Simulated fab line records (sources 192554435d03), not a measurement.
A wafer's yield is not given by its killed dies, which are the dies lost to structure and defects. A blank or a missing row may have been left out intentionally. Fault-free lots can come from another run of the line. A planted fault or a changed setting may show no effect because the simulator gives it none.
fab line records ; flow n5_finfet
record: lots: 6; wafers: 18; last_day: 17
route steps=1938 shown BEOL_M7@1327 BEOL_M8@1332
lots untouched by any fault: they come from a run of this same line in which no faults occurred
start_h: hours from the record's opening day to when the first of the lot's shown wafers began ; wait_h: how many hours have passed since the lot's step before this one ; " as in the row above ; L1.1+2: several wafers, shown together as one row ; - value missing, or start not given ; * or withheld: withheld ; < > ~ a bound
route shown NAME@n: names a module that has steps shown in the file, with the first one's number in the route ; usual: average and standard deviation across the fault-free wafers ; same: alike in all rows ; chamber/n: place in a boat ; sites: each site's reading ; _std_site: their standard deviation ; _edge_site: the outer-site mean with the inner-site mean subtracted ; radius_mm: how far each site lies from the wafer's centre ; mask NAME#n: copy n ; behind: the tool/chamber that last shaped the wafer ; hold: why the lot was held/for how many hours/how that ended ; device: the n, p or np transistor that did not switch ; end of line: at the end of the route, the tests of the same wafers ; for a step that has no rows: nothing shown but its recipe ; killed: at the first sort, the dies lost to defects and structure; wafer yield is something else ; map: a wafer's dies, x killed, . not, _ none there
set.NAME: the run value of the setting; set.NAME@STEP: its run value at that earlier step ; model.NAME: the simulator's own value behind a step, which no gauge read
lots at selected steps of the route; one table per step, one row per wafer
services: from which hour (start_h, from the record's first day; less than 0 if before it) a tool's chamber was out of use, for how many hours, and why
== steps ==
step: N5_BEOL_M7_THK_MEAS_53
recipe: thk_meas_gauge: xrf; reads: Cu_of_BEOL_M7_ECD_50
usual: M7_THK: 80.3/1.9
lot.wafer;tool;chamber;start_h;wait_h;M7_THK[nm]
L807.1;film_metro-02;-;246.78;-;77.6
L807.5;film_metro-02;-;246.78;-;80.1
L807.6;film_metro-02;-;246.78;-;77.6
L806.1;film_metro-02;-;246.87;-;82.0
L806.2;film_metro-02;-;246.87;-;78.4
L806.5;film_metro-02;-;246.87;-;80.2
L811.1;film_metro-01;-;254.44;-;79.4
L811.2;film_metro-01;-;254.44;-;80.9
L811.4;film_metro-01;-;254.44;-;81.1
L812.1;film_metro-02;-;282.25;-;83.6
L812.4;film_metro-02;-;282.25;-;79.0
L812.6;film_metro-02;-;282.25;-;82.1
L820.2;film_metro-01;-;320.55;-;81.3
L820.3;film_metro-01;-;320.55;-;77.7
L820.5;film_metro-01;-;320.55;-;80.4
L822.2;film_metro-01;-;333.27;-;75.8
L822.3;film_metro-01;-;333.27;-;80.7
L822.4;film_metro-01;-;333.27;-;79.3
step: N5_BEOL_M7_PRE_CLEAN_55
recipe: gas: NH3; time_s: 15; temp_c: withheld; rf_power_w: 300
step: N5_BEOL_M7_DEP_56
recipe: material: SiCN; target_thk_a: 100; temp_c: withheld; precursor: 3MS/NH3; pressure_torr: 3; rf_w: 202; time_s: 17.5
usual: showerhead_plenum_p_Torr: 3.666/0.011; throttle_valve_pct: 9.2/0.69
lot.wafer;tool;chamber;start_h;wait_h;showerhead_plenum_p_Torr;throttle_valve_pct
L807.1;pecvd-02;1;246.84;0.0;3.677;9.6
L807.5;pecvd-02;2;246.84;0.0;3.656;8.4
L807.6;pecvd-02;1;246.84;0.0;3.659;9.8
L806.1;pecvd-04;0;246.93;0.0;3.677;9.2
L806.2;pecvd-04;1;246.93;0.0;3.658;9.2
L806.5;pecvd-04;0;246.93;0.0;3.680;9.3
L811.1;pecvd-01;1;254.50;0.0;3.671;8.9
L811.2;pecvd-01;0;254.50;0.0;3.656;11.0
L811.4;pecvd-01;1;254.50;0.0;3.679;9.0
L812.1;pecvd-04;2;282.31;0.0;3.661;8.3
L812.4;pecvd-04;2;282.31;0.0;3.651;8.9
L812.6;pecvd-04;0;282.31;0.0;3.686;8.7
L820.2;pecvd-01;2;320.61;0.0;3.660;9.0
L820.3;pecvd-01;0;320.61;0.0;3.662;11.1
L820.5;pecvd-01;0;320.61;0.0;3.670;11.1
L822.2;pecvd-02;2;333.34;0.0;3.664;8.6
L822.3;pecvd-02;2;333.34;0.0;3.670;8.6
L822.4;pecvd-02;1;333.34;0.0;3.669;9.5
step: N5_BEOL_M7_RS_MEAS_57
recipe: thk_meas_gauge: four-point-probe; reads: Cu_of_BEOL_M7_ECD_50+Co_of_BEOL_M7_CVD_78+TaN_of_BEOL_M7_ALD_77
usual: M7_RS: 0.286/0.0081
lot.wafer;tool;chamber;start_h;wait_h;M7_RS[ohm/sq]
L807.1;film_metro-01;-;246.91;0.1;0.292
L807.5;film_metro-01;-;246.91;0.1;0.282
L807.6;film_metro-01;-;246.91;0.1;0.295
L806.1;film_metro-02;-;247.00;0.1;0.276
L806.2;film_metro-02;-;247.00;0.1;0.292
L806.5;film_metro-02;-;247.00;0.1;0.282
L811.1;film_metro-02;-;254.57;0.1;0.287
L811.2;film_metro-02;-;254.57;0.1;0.282
L811.4;film_metro-02;-;254.57;0.1;0.278
L812.1;film_metro-01;-;282.38;0.1;0.276
L812.4;film_metro-01;-;282.38;0.1;0.294
L812.6;film_metro-01;-;282.38;0.1;0.281
L820.2;film_metro-02;-;320.68;0.1;0.283
L820.3;film_metro-02;-;320.68;0.1;0.298
L820.5;film_metro-02;-;320.68;0.1;0.286
L822.2;film_metro-01;-;333.43;0.1;0.309
L822.3;film_metro-01;-;333.43;0.1;0.286
L822.4;film_metro-01;-;333.43;0.1;0.294
step: N5_BEOL_M7_INSPECT_58
recipe: inspect_instrument: darkfield; mode: post_dep
usual: raw_defect_count: 78/30
lot.wafer;tool;chamber;start_h;wait_h;raw_defect_count
L807.1;defect_inspect-02;-;246.94;0.0;62
L807.5;defect_inspect-02;-;246.94;0.0;53
L807.6;defect_inspect-02;-;246.94;0.0;115
L806.1;defect_inspect-02;-;247.02;0.0;80
L806.2;defect_inspect-02;-;247.02;0.0;148
L806.5;defect_inspect-02;-;247.02;0.0;100
L811.1;defect_inspect-01;-;254.60;0.0;70
L811.2;defect_inspect-01;-;254.60;0.0;65
L811.4;defect_inspect-01;-;254.60;0.0;57
L812.1;defect_inspect-02;-;282.41;0.0;38
L812.4;defect_inspect-02;-;282.41;0.0;58
L812.6;defect_inspect-02;-;282.41;0.0;54
L820.2;defect_inspect-02;-;320.71;0.0;214
L820.3;defect_inspect-02;-;320.71;0.0;148
L820.5;defect_inspect-02;-;320.71;0.0;93
L822.2;defect_inspect-01;-;333.45;0.0;76
L822.3;defect_inspect-01;-;333.45;0.0;76
L822.4;defect_inspect-01;-;333.45;0.0;77
step: N5_BEOL_M8_ILD_DEP_00
recipe: material: SiCOH_lowk; target_thk_a: 1797.5; temp_c: 300; precursor: DEMS/porogen; pressure_torr: 5; rf_w: 500; time_s: 33.4
usual: heater_power_w: 343/65; showerhead_plenum_p_Torr: 5.741/0.017; throttle_valve_pct: 14.2/0.87
lot.wafer;tool;chamber;start_h;wait_h;heater_power_w;showerhead_plenum_p_Torr;throttle_valve_pct
L807.1;pecvd-02;0;246.98;0.0;327;5.751;13.8
L807.5;pecvd-02;0;246.98;0.0;328;5.756;13.7
L807.6;pecvd-02;2;246.98;0.0;315;5.735;13.1
L806.1;pecvd-03;1;247.06;0.0;341;5.714;14.3
L806.2;pecvd-03;0;247.06;0.0;400;5.760;15.3
L806.5;pecvd-03;1;247.06;0.0;344;5.717;14.4
L811.1;pecvd-03;2;254.64;0.0;274;5.741;13.4
L811.2;pecvd-03;1;254.64;0.0;392;5.724;14.5
L811.4;pecvd-03;0;254.64;0.0;412;5.747;14.6
L812.1;pecvd-01;2;282.45;0.0;266;5.737;13.9
L812.4;pecvd-01;1;282.45;0.0;369;5.760;13.5
L812.6;pecvd-01;2;282.45;0.0;286;5.749;13.8
L820.2;pecvd-03;2;320.74;0.0;269;5.753;13.3
L820.3;pecvd-03;1;320.74;0.0;421;5.717;14.3
L820.5;pecvd-03;0;320.74;0.0;346;5.751;14.8
L822.2;pecvd-02;1;333.49;0.0;246;5.753;14.6
L822.3;pecvd-02;1;333.49;0.0;246;5.739;14.9
L822.4;pecvd-02;2;333.49;0.0;288;5.740;13.4
step: N5_BEOL_M8_CURE_74
recipe: temp_c: 385; time_s: 240; ambient: He/Ar; material: SiCOH_lowk
step: N5_BEOL_M8_THK_MEAS_01
recipe: reads: SiCOH_lowk_of_BEOL_M8_ILD_DEP_00
usual: M8_ILD_THK: 155.5/2
lot.wafer;tool;chamber;start_h;wait_h;M8_ILD_THK[nm]
L807.1;film_metro-02;-;247.58;0.4;153.1
L807.5;film_metro-02;-;247.58;0.4;155.9
L807.6;film_metro-02;-;247.58;0.4;157.6
L806.1;film_metro-02;-;247.76;0.4;155.0
L806.2;film_metro-02;-;247.76;0.4;152.5
L806.5;film_metro-02;-;247.76;0.4;156.3
L811.1;film_metro-02;-;255.33;0.4;155.5
L811.2;film_metro-02;-;255.33;0.4;153.8
L811.4;film_metro-02;-;255.33;0.4;155.6
L812.1;film_metro-01;-;283.04;0.4;154.9
L812.4;film_metro-01;-;283.04;0.4;157.5
L812.6;film_metro-01;-;283.04;0.4;157.5
L820.2;film_metro-02;-;321.33;0.4;156.2
L820.3;film_metro-02;-;321.33;0.4;154.7
L820.5;film_metro-02;-;321.33;0.4;156.0
L822.2;film_metro-02;-;334.09;0.4;153.5
L822.3;film_metro-02;-;334.09;0.4;154.6
L822.4;film_metro-02;-;334.09;0.4;156.6
step: N5_BEOL_M8_PECVD_70
recipe: material: SiO2; target_thk_a: 200; temp_c: 400; precursor: TEOS/O2; pressure_torr: 5.5; rf_w: 450; teos_flow_sccm: 53.8; gas: O2; flow_sccm: 3000; time_s: 22.7
usual: heater_power_w: 741/110; showerhead_plenum_p_Torr: 8.80/0.05; throttle_valve_pct: 22.9/1.6
lot.wafer;tool;chamber;start_h;wait_h;heater_power_w;showerhead_plenum_p_Torr;throttle_valve_pct
L807.1;pecvd-02;0;247.62;0.0;739;8.85;22.2
L807.5;pecvd-02;0;247.62;0.0;734;8.88;22.5
L807.6;pecvd-02;1;247.62;0.0;689;8.80;23.6
L806.1;pecvd-02;2;247.79;0.0;735;8.82;21.1
L806.2;pecvd-02;0;247.79;0.0;679;8.86;22.4
L806.5;pecvd-02;2;247.79;0.0;746;8.80;21.2
L811.1;pecvd-01;1;255.37;0.0;825;8.81;22.0
L811.2;pecvd-01;0;255.37;0.0;960;8.78;27.3
L811.4;pecvd-01;2;255.37;0.0;670;8.78;22.3
L812.1;pecvd-02;0;283.08;0.0;785;8.84;22.7
L812.4;pecvd-02;0;283.08;0.0;839;8.88;22.3
L812.6;pecvd-02;1;283.08;0.0;624;8.77;23.7
L820.2;pecvd-01;0;321.37;0.0;1058;8.79;26.9
L820.3;pecvd-01;1;321.37;0.0;817;8.84;21.6
L820.5;pecvd-01;0;321.37;0.0;1050;8.75;27.1
L822.2;pecvd-02;2;334.13;0.0;724;8.81;21.5
L822.3;pecvd-02;1;334.13;0.0;572;8.80;23.4
L822.4;pecvd-02;1;334.13;0.0;585;8.76;23.7
step: N5_BEOL_M8_HM_DEP_02
recipe: material: TiN; target_thk_a: 200; temp_c: 25; chamber_pressure_pa: 0.49996
usual: throttle_valve_pct: 29.9/0.9
lot.wafer;tool;chamber;start_h;wait_h;throttle_valve_pct
L807.1;pvd_sputter-03;-;248.07;0.4;31.5
L807.5;pvd_sputter-03;-;248.07;0.4;27.9
L807.6;pvd_sputter-03;-;248.07;0.4;29.4
L806.1;pvd_sputter-02;-;248.50;0.7;29.9
L806.2;pvd_sputter-02;-;248.50;0.7;30.4
L806.5;pvd_sputter-02;-;248.50;0.7;30.0
L811.1;pvd_sputter-02;-;256.04;0.7;29.6
L811.2;pvd_sputter-02;-;256.04;0.7;30.5
L811.4;pvd_sputter-02;-;256.04;0.7;30.1
L812.1;pvd_sputter-02;-;284.50;1.4;30.1
L812.4;pvd_sputter-02;-;284.50;1.4;29.6
L812.6;pvd_sputter-02;-;284.50;1.4;30.2
L820.2;pvd_sputter-03;-;321.43;0.0;27.8
L820.3;pvd_sputter-03;-;321.43;0.0;31.4
L820.5;pvd_sputter-03;-;321.43;0.0;28.7
L822.2;pvd_sputter-01;-;334.72;0.6;30.4
L822.3;pvd_sputter-01;-;334.72;0.6;29.0
L822.4;pvd_sputter-01;-;334.72;0.6;28.9
step: N5_BEOL_M8_COAT_59
recipe: resist: SOC; temp_c: 250; time_s: 60; spin_rpm: 1500; resist_thk_nm: 100
step: N5_BEOL_M8_COAT_60
recipe: resist: SiARC; temp_c: 220; time_s: 60; spin_rpm: 1500; resist_thk_nm: 35
step: N5_BEOL_M8_COAT_05
recipe: resist: CAR-ArF; spin_rpm: 1500; resist_thk_nm: 90
usual: chill_plate_temp_C: 23.03/0.098; spin_speed_rpm: 1499.9/0.93
lot.wafer;tool;chamber;start_h;wait_h;chill_plate_temp_C;spin_speed_rpm;model.CAR-ArF_of_BEOL_M8_COAT_05.thk_nm
L807.1;litho_track-05;0;248.20;-;22.99;1499.3;89.8
L807.5;litho_track-05;0;248.20;-;22.99;1499.4;89.8
L807.6;litho_track-05;0;248.20;-;23.26;1499.8;89.8
L806.1;litho_track-02;0;248.64;-;23.25;1499.1;89.8
L806.2;litho_track-02;0;248.64;-;23.08;1501.2;89.6
L806.5;litho_track-02;0;248.64;-;23.18;1501.2;89.6
L811.1;litho_track-02;0;256.17;-;22.92;1616.4;86.8
L811.2;litho_track-02;0;256.17;-;23.03;1617.2;86.4
L811.4;litho_track-02;0;256.17;-;23.01;1617.5;86.2
L812.1;litho_track-02;0;284.63;-;23.08;1617.5;87
L812.4;litho_track-02;0;284.63;-;22.94;1615.4;86.8
L812.6;litho_track-02;0;284.63;-;22.96;1615.3;86.6
L820.2;litho_track-03;0;321.56;-;22.98;1499.5;90
L820.3;litho_track-03;0;321.56;-;23.06;1498.6;90
L820.5;litho_track-03;0;321.56;-;23.19;1499.7;90.2
L822.2;litho_track-05;0;334.87;-;22.93;1499.5;90
L822.3;litho_track-05;0;334.87;-;23.01;1500.4;89.8
L822.4;litho_track-05;0;334.87;-;23.00;1499.4;90.2
step: N5_BEOL_M8_EBR_07
recipe: solvent: PGMEA; ebr_width_mm: 1.5
step: N5_BEOL_M8_SOFTBAKE_06
recipe: temp_c: 110; time_s: 60; resist: CAR-ArF
step: N5_BEOL_M8_EXPOSE_08
recipe: mask_id: M8; na: 1.35; source_shape: dipole; sigma_inner: 0.817; sigma_outer: 0.97; polarization: te; dose_mj: 68.25
step: N5_BEOL_M8_PEB_09
recipe: peb_temp_c: withheld; peb_time_s: 60; resist: CAR-ArF
step: N5_BEOL_M8_DEVELOP_10
recipe: develop_time_s: 30; developer: TMAH; resist: CAR-ArF; rinse_liquid: diw; dry: air_spin; dev_temp_c: 23
step: N5_BEOL_M8_CD_MEAS_11
recipe: target_cd_nm: 38.5; landing_energy_ev: 500; detector: se_inlens; polarity: opening
usual: cd_nm: 38.7/0.6
lot.wafer;tool;chamber;start_h;wait_h;cd_nm
L807.1;cd_sem-01;0;248.44;-;38.7
L807.5;cd_sem-01;0;248.44;-;37.9
L807.6;cd_sem-01;0;248.44;-;38.4
L806.1;cd_sem-02;0;249.00;-;38.4
L806.2;cd_sem-02;0;249.00;-;37.7
L806.5;cd_sem-02;0;249.00;-;38.3
L811.1;cd_sem-02;0;256.53;-;37.9
L811.2;cd_sem-02;0;256.53;-;38.9
L811.4;cd_sem-02;0;256.53;-;38.4
L812.1;cd_sem-03;0;285.00;-;38.5
L812.4;cd_sem-03;0;285.00;-;39.2
L812.6;cd_sem-03;0;285.00;-;38.9
L820.2;cd_sem-02;0;321.93;-;38.5
L820.3;cd_sem-02;0;321.93;-;39.3
L820.5;cd_sem-02;0;321.93;-;38.3
L822.2;cd_sem-02;0;336.17;-;38.7
L822.3;cd_sem-02;0;336.17;-;39.0
L822.4;cd_sem-02;0;336.17;-;38.8
step: N5_BEOL_M8_OVL_MEAS_12
recipe: points_per_wafer: 44
usual: M8_OVL: -0.1/0.77
lot.wafer;tool;chamber;start_h;wait_h;M8_OVL[nm]
L807.1;overlay-02;0;248.47;0.0;0.1
L807.5;overlay-02;0;248.47;0.0;-0.7
L807.6;overlay-02;0;248.47;0.0;-0.3
L806.1;overlay-02;0;249.03;0.0;1.7
L806.2;overlay-02;0;249.03;0.0;1.3
L806.5;overlay-02;0;249.03;0.0;2.0
L811.1;overlay-01;0;256.56;0.0;-0.7
L811.2;overlay-01;0;256.56;0.0;-1.3
L811.4;overlay-01;0;256.56;0.0;-1.2
L812.1;overlay-01;0;285.03;0.0;0.4
L812.4;overlay-01;0;285.03;0.0;0.3
L812.6;overlay-01;0;285.03;0.0;-0.7
L820.2;overlay-01;0;321.96;0.0;-0.6
L820.3;overlay-01;0;321.96;0.0;0.4
L820.5;overlay-01;0;321.96;0.0;-1.3
L822.2;overlay-02;0;336.20;0.0;0.6
L822.3;overlay-02;0;336.20;0.0;0.1
L822.4;overlay-02;0;336.20;0.0;0.4
step: N5_BEOL_M8_INSPECT_13
recipe: mode: adi; inspect_instrument: brightfield
usual: raw_defect_count: 449/110
lot.wafer;tool;chamber;start_h;wait_h;raw_defect_count
L807.1;defect_inspect-02;-;248.50;0.0;462
L807.5;defect_inspect-02;-;248.50;0.0;493
L807.6;defect_inspect-02;-;248.50;0.0;571
L806.1;defect_inspect-02;-;249.06;0.0;430
L806.2;defect_inspect-02;-;249.06;0.0;551
L806.5;defect_inspect-02;-;249.06;0.0;399
L811.1;defect_inspect-02;-;256.59;0.0;634
L811.2;defect_inspect-02;-;256.59;0.0;416
L811.4;defect_inspect-02;-;256.59;0.0;915
L812.1;defect_inspect-01;-;285.05;0.0;237
L812.4;defect_inspect-01;-;285.05;0.0;331
L812.6;defect_inspect-01;-;285.05;0.0;337
L820.2;defect_inspect-01;-;321.98;0.0;609
L820.3;defect_inspect-01;-;321.98;0.0;564
L820.5;defect_inspect-01;-;321.98;0.0;394
L822.2;defect_inspect-02;-;336.23;0.0;397
L822.3;defect_inspect-02;-;336.23;0.0;430
L822.4;defect_inspect-02;-;336.23;0.0;570
step: N5_BEOL_M8_DESCUM_16
recipe: chemistry: O2; time_s: 7.9; source_power_w: 50; bias_power_w: 20; pressure_mtorr: 20; rf_frequency_hz: 2.712e+07; temp_c: 40; resist: CAR-ArF; o2_flow_sccm: 225
usual: drypump_motor_current_A: 5.7/0.42; oes_product_au: 0.80/0.087; rf_vpp_V: 242.9/1.5; showerhead_plenum_p_Torr: 2.07/0.073; throttle_valve_pct: 20.42/0.26
lot.wafer;tool;chamber;start_h;wait_h;drypump_motor_current_A;oes_product_au;rf_hours_counter_h;rf_vpp_V;showerhead_plenum_p_Torr;throttle_valve_pct
L807.1;rie_diel-01;2;248.53;0.0;5.8;0.68;228;242.6;2.07;20.62
L807.5;rie_diel-01;0;248.53;0.0;5.5;0.72;-;245.1;2.15;20.38
L807.6;rie_diel-01;1;248.53;0.0;5.3;0.69;-;240.8;1.99;21.12
L806.1;rie_diel-01;0;249.10;0.0;5.5;0.72;200;245.6;2.15;20.37
L806.2;rie_diel-01;2;249.10;0.0;5.8;0.67;228;242.0;2.07;20.63
L806.5;rie_diel-01;2;249.10;0.0;5.8;0.67;-;243.2;2.07;20.64
L811.1;rie_diel-06;0;256.62;0.0;6.5;0.75;154;242.6;2.01;20.54
L811.2;rie_diel-06;3;256.62;0.0;5.5;0.87;49;242.9;2.02;20.52
L811.4;rie_diel-06;0;256.62;0.0;6.5;0.76;-;242.9;2.01;20.56
L812.1;rie_diel-06;1;285.23;0.2;5.5;0.86;50;241.7;2.02;19.92
L812.4;rie_diel-06;2;285.23;0.2;5.3;0.91;31;242.4;2.14;20.33
L812.6;rie_diel-06;0;285.23;0.2;6.5;0.73;-;242.9;2.01;20.58
L820.2;rie_diel-06;3;322.03;0.0;5.6;0.82;74;242.4;2.01;20.57
L820.3;rie_diel-06;2;322.03;0.0;5.4;0.88;43;243.4;2.14;20.34
L820.5;rie_diel-06;2;322.03;0.0;5.3;0.88;-;244.4;2.14;20.35
L822.2;rie_diel-06;0;336.26;0.0;6.5;0.72;184;240.8;2.00;20.59
L822.3;rie_diel-06;3;336.26;0.0;5.5;0.82;79;242.1;2.01;20.58
L822.4;rie_diel-06;1;336.26;0.0;5.5;0.84;67;241.5;2.01;19.96
step: N5_BEOL_M8_ETCH_61
recipe: chemistry: CF4; target: SiARC; target_depth_a: 455; mask_material: CAR-ArF; time_s: 75.8; ion_energy_ev: 80; pressure_mtorr: 40; source_w: 545; bias_w: 36; Ar_flow_sccm: 100; cf4_flow_sccm: 100; ends: cleared
usual: drypump_motor_current_A: 5.7/0.43; etch_rf_on_time_s: 76.2/1.8; oes_product_au: 0.68/0.077; rf_vpp_V: 183.8/1.1; showerhead_plenum_p_Torr: 2.12/0.072; throttle_valve_pct: 15.59/0.25
lot.wafer;tool;chamber;start_h;wait_h;drypump_motor_current_A;etch_rf_on_time_s;oes_product_au;rf_hours_counter_h;rf_vpp_V;showerhead_plenum_p_Torr;throttle_valve_pct;model.CAR-ArF_of_BEOL_M8_COAT_05.thk_nm
L807.1;rie_diel-01;2;248.57;0.0;5.8;78.4;0.57;228;182.9;2.12;15.82;50.6
L807.5;rie_diel-01;0;248.57;0.0;5.5;77.8;0.61;-;187.0;2.21;15.71;51
L807.6;rie_diel-01;1;248.57;0.0;5.4;74.4;0.60;-;181.9;2.03;16.18;50.8
L806.1;rie_diel-01;0;249.14;0.0;5.5;79.1;0.60;200;185.3;2.21;15.71;50.8
L806.2;rie_diel-01;2;249.14;0.0;5.8;77.9;0.59;228;182.7;2.12;15.81;50.2
L806.5;rie_diel-01;2;249.14;0.0;5.8;78.0;0.57;-;182.6;2.12;15.82;50.6
L811.1;rie_diel-06;0;256.66;0.0;6.5;77.9;0.63;154;183.5;2.06;15.72;47.8
L811.2;rie_diel-06;3;256.66;0.0;5.5;75.0;0.73;49;184.2;2.09;15.75;47.2
L811.4;rie_diel-06;0;256.66;0.0;6.5;77.8;0.63;-;182.7;2.06;15.71;47.2
L812.1;rie_diel-06;1;285.27;0.0;5.5;75.1;0.73;50;184.9;2.07;15.16;48.2
L812.4;rie_diel-06;2;285.27;0.0;5.4;76.4;0.76;31;184.6;2.17;15.35;47.8
L812.6;rie_diel-06;0;285.27;0.0;6.5;78.2;0.62;-;183.2;2.06;15.72;47.6
L820.2;rie_diel-06;3;322.07;0.0;5.5;74.4;0.71;74;183.2;2.09;15.82;51
L820.3;rie_diel-06;2;322.07;0.0;5.3;75.4;0.74;43;185.2;2.17;15.37;51
L820.5;rie_diel-06;2;322.07;0.0;5.3;75.4;0.75;-;185.1;2.17;15.37;51
L822.2;rie_diel-06;0;336.30;0.0;6.5;78.5;0.61;184;181.3;2.05;15.75;51
L822.3;rie_diel-06;3;336.30;0.0;5.5;76.7;0.70;79;182.7;2.08;15.84;50.6
L822.4;rie_diel-06;1;336.30;0.0;5.4;75.2;0.71;67;183.9;2.07;15.19;51
step: N5_BEOL_M8_ETCH_62
recipe: chemistry: N2/H2; target: SOC; target_depth_a: 1100; overetch_a: 220; mask_material: SiARC; temp_c: 40; time_s: 165; ion_energy_ev: 200; pressure_mtorr: 30; source_w: 840; bias_w: 150; n2_flow_sccm: 200; h2_flow_sccm: 200
== services ==
tool;chamber;start_h;hours;kind
rie_diel-06;2;254.76;7.2;repair
pecvd-01;-;256.66;1.3;repair
pecvd-02;2;271.16;5.5;scheduled_down
rie_diel-01;1;275.60;-;clean
rie_diel-01;1;275.60;-;consumable_replace:focus_ring
rie_diel-01;1;275.60;-;consumable_replace:showerhead
rie_diel-01;1;275.60;19.0;scheduled_down
rie_diel-01;1;275.60;19.0;vent_cycle
pecvd-01;0;281.86;2.1;scheduled_down
pecvd-01;2;293.32;26.4;repair
pecvd-02;0;298.62;5.5;scheduled_down
rie_diel-01;2;299.41;-;clean
rie_diel-01;2;299.41;-;consumable_replace:focus_ring
rie_diel-01;2;299.41;30.5;scheduled_down
rie_diel-01;2;299.41;30.5;vent_cycle
pecvd-01;1;312.02;5.0;scheduled_down
pvd_sputter-01;-;312.40;8.6;repair
rie_diel-01;3;329.94;-;clean
rie_diel-01;3;329.94;-;consumable_replace:focus_ring
rie_diel-01;3;329.94;26.7;scheduled_down
rie_diel-01;3;329.94;26.7;vent_cycle
pecvd-02;0;331.53;2.1;scheduled_down
== key ==
first_sign: step: N5_BEOL_M8_COAT_05; reading: spin_speed_rpm; direction: up; sigmas: 99+; usual: *; struck: *
effect none on later readings
model_effect: step: N5_BEOL_M8_COAT_05; value: CAR-ArF_of_BEOL_M8_COAT_05.thk_nm; without: 90; struck: 86.63
model_effect: step: N5_BEOL_M8_ETCH_61; value: CAR-ArF_of_BEOL_M8_COAT_05.thk_nm; without: 50.97; struck: 47.63
met_at N5_BEOL_M8_COAT_05
struck_wafers L811.1,L811.2,L811.4,L812.1,L812.4,L812.6
onset_between 248.64 256.17
fault: kind: process_parameter_drift; tool: litho_track-02; chamber: -; onset_h: 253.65; steps: N5_BEOL_M8_COAT_05; channel: spin_rpm; offset: *; shape: step; end_h: 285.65; acts_in: *; stated: *
